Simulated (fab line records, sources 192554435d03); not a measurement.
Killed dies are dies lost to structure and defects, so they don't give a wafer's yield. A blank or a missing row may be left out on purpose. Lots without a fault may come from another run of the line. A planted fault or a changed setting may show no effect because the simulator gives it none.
Chamber matching | flow n5_finfet | N5_BEOL_M4_DEP_57 on pecvd-04: 3 sister chambers
The step deposits SiCN from 3MS/NH3, target thk 8 nm, time 14 s. 3 wafers are shown with their chamber, then 7 later ones without.

WAFERS WITH THEIR CHAMBER
wafer  | chamber | throttle_valve_pct (%)
L082.2 | 0       | 9.1
L092.1 | 1       | 9.3
L092.3 | 2       | 8.6

WAFERS WITHOUT THEIR CHAMBER
wafer  | throttle_valve_pct (%)
L092.6 | 8.7
L094.2 | 9.0
L094.3 | 8.9
L094.6 | 8.9
L095.1 | 9.1
L095.2 | 9.0
L095.5 | 8.8

WHICH CHAMBER EACH WENT THROUGH
wafer  | from the rows above          | in truth
L092.6 | 2                            | 2
L094.2 | can't be placed: 0 or 1      | 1
L094.3 | can't be placed: 0 or 2 or 1 | 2
L094.6 | can't be placed: 0 or 2 or 1 | 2
L095.1 | can't be placed: 0 or 1      | 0
L095.2 | can't be placed: 0 or 1      | 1
L095.5 | can't be placed: 2 or 0      | 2
Placed correctly: 1 of 7. Can't be placed from these rows: 6 (the true chamber is among the candidates in 6). Placed wrongly: 0.
How it was worked out, from the rows above alone: a wafer's distance from a chamber is the root of the sum, over the readings, of the square of ((its reading less the chamber's mean) divided by the reading's scatter). The wafer belongs to the nearest chamber; if the next one is less than 2 further off, it can't be placed. A chamber's mean is the mean of its shown wafers. The scatter: with one shown wafer a chamber, the root of the mean of the squares of how far each hidden wafer lies from its nearest shown one.
